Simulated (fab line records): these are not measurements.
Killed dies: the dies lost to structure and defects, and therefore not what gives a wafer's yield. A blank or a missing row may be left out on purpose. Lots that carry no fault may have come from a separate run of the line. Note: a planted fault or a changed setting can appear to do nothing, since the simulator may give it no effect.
fab line records	flow nandHarc
record: lots: 11	wafers: 33	lastDay: 33
route steps=1302 shown P_STI@80 END@1302
lots untouched by any fault: they come from a run of this same line in which no faults occurred
startH: start of the lot's first displayed wafer, in hours after the record's first day	waitH: hours since the lot's step before	" repeats the value in the row above	L1.1+2: several wafers, shown together as one row	- value missing, or start not given	* or withheld: withheld	< > ~ a bound
route shown NAME@n: NAME is a module with steps in the file, n the number in the route of the first one	usual: the fault-free wafers' mean and standard deviation	same: alike in all rows	chamber/n: place in a boat	sites: each site's reading	_std_site: how widely they spread, as a standard deviation	_edge_site: the outer-site mean with the inner-site mean subtracted	radiusMm: for every site, how far away it sits from the centre of the wafer	mask NAME#n: copy n	behind: the last tool/chamber to shape the wafer	hold: reason for holding the lot/hours on hold/outcome of the hold	device: which transistor (n, p or np) failed to switch	end of line: at the end of the route, the tests of the same wafers	step lacking rows: just its recipe	killed: count of dies lost to structure and defects at first sort (not the wafer's yield)	map: the dies of a wafer, with x for killed, . for not killed, _ for no die there
set.NAME: the setting the step ran with; set.NAME@STEP: the setting that earlier step ran with	model.NAME: the simulator's own value behind a step, which no gauge read
a sample of lots followed through the steps of the route, with each step as a table and each wafer as a row
services: the hour from which a tool's chamber was out of use, counted from the record's first day as startH (under 0 if before that day), plus the number of hours and why
== steps ==
step: NHARC_P_STI_EXPOSE_06
recipe: na: 0.55	targetCdNm: 200	doseMj: 37.69	maskId: P_STI
usual: exposureDoseMJCm2: 37.69/0.034	stageVelMmS: 500.03/0.25
lot.wafer	tool	chamber	startH	waitH	mask	exposureDoseMJCm2	stageVelMmS
L152.1	krfScanner-03	0	47.33	-	P_STI#0	37.68	499.92
L152.5	"	0	"	"	P_STI#0	37.68	499.97
L152.6	"	0	"	"	P_STI#0	37.70	499.89
L154.1	krfScanner-03	0	62.03	-	P_STI#0	37.69	500.16
L154.3	"	0	"	"	P_STI#0	37.75	499.86
L154.5	"	0	"	"	P_STI#0	37.72	499.78
L156.1	krfScanner-03	0	82.54	-	P_STI#0	37.70	500.01
L156.2	"	0	"	"	P_STI#0	37.69	500.10
L156.4	"	0	"	"	P_STI#0	37.70	500.03
L158.2	krfScanner-01	0	102.93	-	P_STI#0	37.72	500.00
L158.4	"	0	"	"	P_STI#0	37.68	500.04
L158.5	"	0	"	"	P_STI#0	37.71	499.75
L160.2	krfScanner-01	0	122.59	-	P_STI#0	37.72	499.64
L160.5	"	0	"	"	P_STI#0	37.66	500.29
L160.6	"	0	"	"	P_STI#0	37.70	500.65
L167.1	krfScanner-03	0	193.60	-	P_STI#0	28.95	500.20
L167.4	"	0	"	"	P_STI#0	28.93	500.03
L167.6	"	0	"	"	P_STI#0	28.94	500.22
L168.1	krfScanner-04	0	204.64	-	P_STI#0	37.73	499.96
L168.3	"	0	"	"	P_STI#0	37.59	500.20
L168.6	"	0	"	"	P_STI#0	37.71	500.01
L172.3	krfScanner-03	0	245.65	-	P_STI#0	30.67	499.97
L172.4	"	0	"	"	P_STI#0	30.68	499.76
L172.6	"	0	"	"	P_STI#0	30.66	499.93
L173.2	krfScanner-01	0	254.53	-	P_STI#0	37.67	500.08
L173.3	"	0	"	"	P_STI#0	37.74	500.54
L173.6	"	0	"	"	P_STI#0	37.69	500.41
L174.3	krfScanner-04	0	266.06	-	P_STI#0	37.64	499.67
L174.4	"	0	"	"	P_STI#0	37.71	499.98
L174.6	"	0	"	"	P_STI#0	37.71	500.22
L175.1	krfScanner-04	0	276.10	-	P_STI#0	37.74	500.27
L175.3	"	0	"	"	P_STI#0	37.79	500.27
L175.6	"	0	"	"	P_STI#0	37.77	499.94
step: NHARC_P_STI_CD_MEAS_09
recipe: targetCdNm: 200	landingEnergyEv: 500
usual: cdNm: 200/3.7
lot.wafer	tool	chamber	startH	waitH	cdNm
L152.1	cdSem-02	0	47.48	-	210
L152.5	"	0	"	"	200
L152.6	"	0	"	"	200
L154.1	cdSem-02	0	62.18	-	193
L154.3	"	0	"	"	198
L154.5	"	0	"	"	200
L156.1	cdSem-01	0	82.69	-	200
L156.2	"	0	"	"	205
L156.4	"	0	"	"	203
L158.2	cdSem-03	0	103.09	-	200
L158.4	"	0	"	"	195
L158.5	"	0	"	"	200
L160.2	cdSem-01	0	122.74	-	199
L160.5	"	0	"	"	195
L160.6	"	0	"	"	199
L167.1	cdSem-02	0	193.75	-	142
L167.4	"	0	"	"	143
L167.6	"	0	"	"	142
L168.1	cdSem-03	0	204.79	-	201
L168.3	"	0	"	"	199
L168.6	"	0	"	"	202
L172.3	cdSem-01	0	245.80	-	160
L172.4	"	0	"	"	152
L172.6	"	0	"	"	152
L173.2	cdSem-02	0	254.68	-	196
L173.3	"	0	"	"	196
L173.6	"	0	"	"	199
L174.3	cdSem-02	0	266.21	-	208
L174.4	"	0	"	"	202
L174.6	"	0	"	"	205
L175.1	cdSem-02	0	276.25	-	204
L175.3	"	0	"	"	202
L175.6	"	0	"	"	202
step: NHARC_P_STI_OVL_MEAS_10
usual: overlayXNm: 3/6.3	overlayYNm: 0/5.5
lot.wafer	tool	chamber	startH	waitH	overlayXNm	overlayYNm
L152.1	overlay-01	-	47.57	-	-3	4
L152.5	"	-	"	"	-4	4
L152.6	"	-	"	"	-4	3
L154.1	overlay-01	-	62.27	-	1	-8
L154.3	"	-	"	"	0	-8
L154.5	"	-	"	"	0	-8
L156.1	overlay-01	-	82.78	-	7	4
L156.2	"	-	"	"	7	4
L156.4	"	-	"	"	7	4
L158.2	overlay-02	-	103.19	-	-2	3
L158.4	"	-	"	"	-2	2
L158.5	"	-	"	"	-1	3
L160.2	overlay-02	-	122.82	-	7	-17
L160.5	"	-	"	"	8	-17
L160.6	"	-	"	"	7	-17
L167.1	overlay-01	-	193.84	-	7	-7
L167.4	"	-	"	"	7	-8
L167.6	"	-	"	"	8	-8
L168.1	overlay-02	-	204.88	-	13	6
L168.3	"	-	"	"	12	6
L168.6	"	-	"	"	12	6
L172.3	overlay-02	-	245.88	-	3	3
L172.4	"	-	"	"	3	3
L172.6	"	-	"	"	3	2
L173.2	overlay-02	-	254.77	-	-2	-4
L173.3	"	-	"	"	-3	-5
L173.6	"	-	"	"	-3	-5
L174.3	overlay-01	-	266.29	-	2	3
L174.4	"	-	"	"	3	3
L174.6	"	-	"	"	3	2
L175.1	overlay-02	-	276.34	-	16	-1
L175.3	"	-	"	"	16	0
L175.6	"	-	"	"	16	0
step: NHARC_P_STI_ETCH_42
recipe: targetDepthA: 800	overetchA: 240	timeS: 61	ionEnergyEv: 200	n2FlowSccm: 150	h2FlowSccm: 150	arFlowSccm: 0	rfW: 400	biasW: 150	chemistry: N2/H2
usual: drypumpMotorCurrentA: 5.4/0.49	oesProductAu: 1.002/0.013	rfVppV: 430.1/2.3	showerheadPlenumPTorr: 2.02/0.079	throttleValvePct: 14.170/0.0088
same: timeS: 61
lot.wafer	tool	chamber	startH	waitH	drypumpMotorCurrentA	oesProductAu	rfHoursCounterH	rfVppV	showerheadPlenumPTorr	throttleValvePct
L152.1	rieDiel-01	0	47.85	0.1	4.9	1.015	1	429.9	2.02	14.174
L152.5	"	1	"	"	5.7	1.020	-	428.1	1.95	14.168
L152.6	"	2	"	"	5.9	0.997	-	433.0	2.16	14.173
L154.3	rieDiel-01	3	62.53	0.1	4.8	1.010	1	433.7	2.15	14.158
L154.1	"	1	"	"	5.7	1.008	1	427.2	1.95	14.175
L154.5	"	2	"	"	5.9	1.003	-	434.0	2.16	14.167
L156.4	rieDiel-01	0	83.04	0.1	4.9	0.999	2	430.9	2.01	14.155
L156.1	"	1	"	"	5.7	1.016	2	427.3	1.95	14.172
L156.2	"	2	"	"	5.9	0.994	2	433.6	2.16	14.160
L158.2	rieDiel-11	1	103.45	0.1	6.5	0.992	2	429.2	2.02	14.177
L158.4	"	2	"	"	4.8	1.018	1	427.1	1.94	14.169
L158.5	"	0	"	"	5.5	1.023	-	427.4	1.94	14.170
L160.2	rieDiel-03	0	123.09	0.1	5.4	0.992	1	426.7	1.94	14.166
L160.6	"	2	"	"	5.0	0.980	-	428.2	1.97	14.184
L160.5	"	3	"	"	5.3	1.004	-	430.0	2.04	14.169
L167.1	rieDiel-01	1	194.10	0.1	5.7	1.015	9	428.9	1.95	14.169
L167.4	"	2	"	"	5.9	0.988	8	434.3	2.16	14.180
L167.6	"	1	"	"	5.7	1.013	-	427.7	1.95	14.165
L168.3	rieDiel-11	3	205.13	0.1	6.2	1.003	10	429.3	2.02	14.162
L168.1	"	0	"	"	5.4	1.017	10	426.7	1.94	14.162
L168.6	"	3	"	"	6.2	0.999	-	429.3	2.02	14.160
L172.3	rieDiel-01	1	246.13	0.1	5.7	0.993	1	426.4	1.95	14.173
L172.4	"	3	"	"	4.8	0.988	1	433.8	2.15	14.185
L172.6	"	1	"	"	5.7	0.995	-	428.6	1.95	14.155
L173.2	rieDiel-03	2	255.04	0.1	5.1	0.982	9	430.1	1.97	14.170
L173.3	"	1	"	"	5.4	0.992	10	431.7	2.03	14.175
L173.6	"	2	"	"	5.0	0.971	-	429.0	1.97	14.162
L174.3	rieDiel-01	2	266.56	0.1	5.9	0.995	2	434.4	2.16	14.165
L174.4	"	3	"	"	4.8	0.983	2	434.1	2.15	14.176
L174.6	"	3	"	"	4.8	1.007	-	433.6	2.15	14.179
L175.1	rieDiel-03	3	276.60	0.1	5.3	0.998	10	430.4	2.04	14.188
L175.3	"	1	"	"	5.4	1.008	12	428.7	2.03	14.173
L175.6	"	3	"	"	5.3	0.993	-	430.2	2.03	14.176
step: NHARC_P_STI_OCD_MEAS_17
usual: trenchFootCdNm: 158/3.8
lot.wafer	tool	chamber	startH	waitH	trenchFootCdNm
L152.1	ocd-02	-	48.27	0.1	168
L152.5	"	-	"	"	156
L152.6	"	-	"	"	160
L154.1	ocd-02	-	62.96	0.1	151
L154.3	"	-	"	"	157
L154.5	"	-	"	"	159
L156.1	ocd-02	-	83.48	0.1	160
L156.2	"	-	"	"	164
L156.4	"	-	"	"	163
L158.2	ocd-02	-	103.89	0.1	157
L158.4	"	-	"	"	154
L158.5	"	-	"	"	160
L160.2	ocd-01	-	123.52	0.1	158
L160.5	"	-	"	"	153
L160.6	"	-	"	"	157
L167.1	ocd-01	-	194.54	0.1	100
L167.4	"	-	"	"	100
L167.6	"	-	"	"	98
L168.1	ocd-01	-	205.57	0.1	159
L168.3	"	-	"	"	157
L168.6	"	-	"	"	160
L172.3	ocd-01	-	246.58	0.1	118
L172.4	"	-	"	"	110
L172.6	"	-	"	"	110
L173.2	ocd-02	-	255.50	0.1	156
L173.3	"	-	"	"	153
L173.6	"	-	"	"	157
L174.3	ocd-01	-	267.00	0.1	166
L174.4	"	-	"	"	160
L174.6	"	-	"	"	161
L175.1	ocd-01	-	277.03	0.1	161
L175.3	"	-	"	"	159
L175.6	"	-	"	"	158
step: NHARC_P_STI_INSPECT_25
usual: rawDefectCount: 209/66
lot.wafer	tool	chamber	startH	waitH	rawDefectCount
L152.1	defectInspect-02	-	76.46	0.4	193
L152.5	"	-	"	"	183
L152.6	"	-	"	"	195
L154.1	defectInspect-02	-	91.45	0.4	186
L154.3	"	-	"	"	244
L154.5	"	-	"	"	228
L156.1	defectInspect-01	-	111.72	0.4	162
L156.2	"	-	"	"	227
L156.4	"	-	"	"	298
L158.2	defectInspect-02	-	131.62	0.4	229
L158.4	"	-	"	"	237
L158.5	"	-	"	"	165
L160.2	defectInspect-02	-	152.13	0.4	170
L160.5	"	-	"	"	285
L160.6	"	-	"	"	188
L167.1	defectInspect-02	-	218.98	0.4	232
L167.4	"	-	"	"	176
L167.6	"	-	"	"	166
L168.1	defectInspect-02	-	234.92	0.4	237
L168.3	"	-	"	"	132
L168.6	"	-	"	"	273
L172.3	defectInspect-01	-	274.55	0.4	117
L172.4	"	-	"	"	189
L172.6	"	-	"	"	150
L173.2	defectInspect-01	-	282.65	0.4	247
L173.3	"	-	"	"	148
L173.6	"	-	"	"	271
L174.3	defectInspect-01	-	293.74	0.4	212
L174.4	"	-	"	"	300
L174.6	"	-	"	"	182
L175.1	defectInspect-02	-	311.31	0.4	219
L175.3	"	-	"	"	269
L175.6	"	-	"	"	197
step: NHARC_END_SORT_01
recipe: tempC: 25
usual: killedAtArray: 52/17	killedAtOther: 1.2/1.4	killedAtPeriphery: 4.7/2.9	killedDies: 58/17	killedOpen: 3.2/1.9	killedShort: 2.4/1.4
same: grossDies: 677
lot.wafer	tool	chamber	startH	waitH	killedAtArray	killedAtOther	killedAtPeriphery	killedDies	killedOpen	killedShort
L167.1	prober-01	0	697.97	2.5	47	0	630	677	5	3
L167.4	prober-01	0	700.40	3.4	63	0	614	677	5	2
L167.6	prober-01	0	702.01	4.0	65	1	611	677	0	5
L172.3	prober-01	0	771.47	3.1	79	1	506	586	5	0
L172.4	prober-01	0	772.27	3.4	77	1	589	667	4	1
L172.6	prober-01	0	773.86	4.0	39	1	616	656	1	1
killed by level:class
L167.1 P_STI:areaExpose=628 A_CHANNEL_HOLE_D1:chamberFilmFlake=19 A_SLIT:chamberFilmFlake=14 A_CHANNEL_FILL_D2:chamberFilmFlake=2 A_STAIRCASE:chamberFilmFlake=2 A_SGD_CUT:chamberFilmFlake=2 P_CONTACT:geometricParticle:short=1 A_CHANNEL_HOLE_D1:geometricParticle:open=1
L167.4 P_STI:areaExpose=613 A_SLIT:chamberFilmFlake=25 A_CHANNEL_HOLE_D1:chamberFilmFlake=18 A_CONTACT:chamberFilmFlake=7 A_DECK1_JOINT:geometricParticle:short=2 A_DECK1_JOINT:geometricParticle:open=2 A_SGD_CUT:chamberFilmFlake=2 A_CHANNEL_FILL_D1:geometricParticle:open=1
L167.6 P_STI:areaExpose=611 A_SLIT:chamberFilmFlake=34 A_CHANNEL_HOLE_D1:chamberFilmFlake=15 A_CONTACT:chamberFilmFlake=4 A_CHANNEL_FILL_D2:chamberFilmFlake=2 A_STAIRCASE:chamberFilmFlake=2 A_SGD_CUT:chamberFilmFlake=2 A_SOURCE_PLATE:geometricParticle:short=1
L172.3 P_STI:areaExpose=505 A_SLIT:chamberFilmFlake=28 A_CHANNEL_HOLE_D2:chamberFilmFlake=20 A_CHANNEL_HOLE_D1:chamberFilmFlake=13 A_BLC:chamberFilmFlake=6 A_CONTACT:chamberFilmFlake=5 A_STAIRCASE:chamberFilmFlake=3 P_M0:geometricParticle:open=1
L172.4 P_STI:areaExpose=586 A_SLIT:chamberFilmFlake=33 A_CHANNEL_HOLE_D2:chamberFilmFlake=18 A_CONTACT:chamberFilmFlake=13 A_CHANNEL_HOLE_D1:chamberFilmFlake=5 A_STAIRCASE:chamberFilmFlake=3 P_CONTACT:geometricParticle:open=1 A_CHANNEL_FILL_D1:geometricParticle:short=1
L172.6 P_STI:areaExpose=612 A_SLIT:chamberFilmFlake=15 A_CHANNEL_HOLE_D2:chamberFilmFlake=7 A_CONTACT:chamberFilmFlake=7 A_CHANNEL_HOLE_D1:chamberFilmFlake=4 P_ZERO_WELL:chamberFilmFlake=2 A_STAIRCASE:chamberFilmFlake=2 A_SLIT:geometricParticle:open=1
== services ==
tool	chamber	startH	hours	kind
rieDiel-01	-	26.80	9.0	pm
rieDiel-03	0	38.30	9.6	repair
rieDiel-01	-	49.50	1.8	repair
krfScanner-03	-	52.00	4.0	pm
rieDiel-11	1	52.56	1.8	repair
krfScanner-03	-	63.10	1.5	repair
krfScanner-03	-	65.56	0.7	repair
krfScanner-04	-	100.84	0.2	repair
rieDiel-03	-	104.71	9.0	pm
krfScanner-03	-	106.36	0.9	repair
krfScanner-01	-	115.96	1.7	repair
krfScanner-01	-	119.15	0.5	repair
krfScanner-01	-	133.53	3.1	repair
krfScanner-01	-	140.00	4.0	pm
rieDiel-03	1	143.65	2.8	repair
krfScanner-01	-	156.86	1.2	repair
rieDiel-03	-	181.80	0.5	repair
krfScanner-04	-	182.01	4.0	pm
rieDiel-03	2	182.89	12.9	repair
rieDiel-01	-	203.80	9.0	pm
krfScanner-04	-	221.44	0.4	repair
krfScanner-03	-	224.00	4.0	pm
rieDiel-03	0	253.33	6.0	repair
rieDiel-01	1	256.12	4.8	repair
== key ==
firstSign: step: NHARC_P_STI_EXPOSE_06	reading: exposureDoseMJCm2	direction: down	sigmas: 99+	usual: 37.69	struck: 29.80
effect: step: NHARC_P_STI_CD_MEAS_09	reading: cdNm	direction: down	sigmas: 14	usual: 200	struck: 149	through: controlLoop
effect: step: NHARC_P_STI_OCD_MEAS_17	reading: trenchFootCdNm	direction: down	sigmas: 14	usual: 158	struck: 106	through: controlLoop
effect: step: NHARC_END_SORT_01	reading: killedAtPeriphery	direction: up	sigmas: 99+	usual: 4.7	struck: 594.3
moreKillsBornAt: NHARC_P_STI_EXPOSE_06@krfScanner-03: 3555
metAt NHARC_P_STI_EXPOSE_06
struckLots L167,L172
laterRowsLeftOut L167.1,L167.4,L167.6,L172.3,L172.4,L172.6
testerLeftOut L167,L172
loopTrim: step: NHARC_P_STI_EXPOSE_06	setting: dose	lots: L172
notActingAt NHARC_P_STI_OVL_MEAS_10,NHARC_P_STI_ETCH_42,NHARC_P_STI_INSPECT_25
onsetBetween 82.54 193.60
fault: kind: processParameterDrift	tool: krfScanner-03	chamber: -	onsetH: 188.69	steps: NHARC_P_STI_EXPOSE_06	channel: doseMj	offset: -8.764	shape: step	actsIn: theseRecipesOnly	stated: 37.69
testerLeftOut: of these lots the tester's yield and bins aren't shown, on N5 and GAA mostly nor the transistor test; their killed dies are dies lost to structure and defects alone, not to doping, threshold or leakage, so they don't give the yield
laterRowsLeftOut: the simulator's readings of these wafers behind a module that went badly wrong aren't trusted and aren't shown, but for the sort
loopTrim: a control loop set the setting to another value than it would have without faults
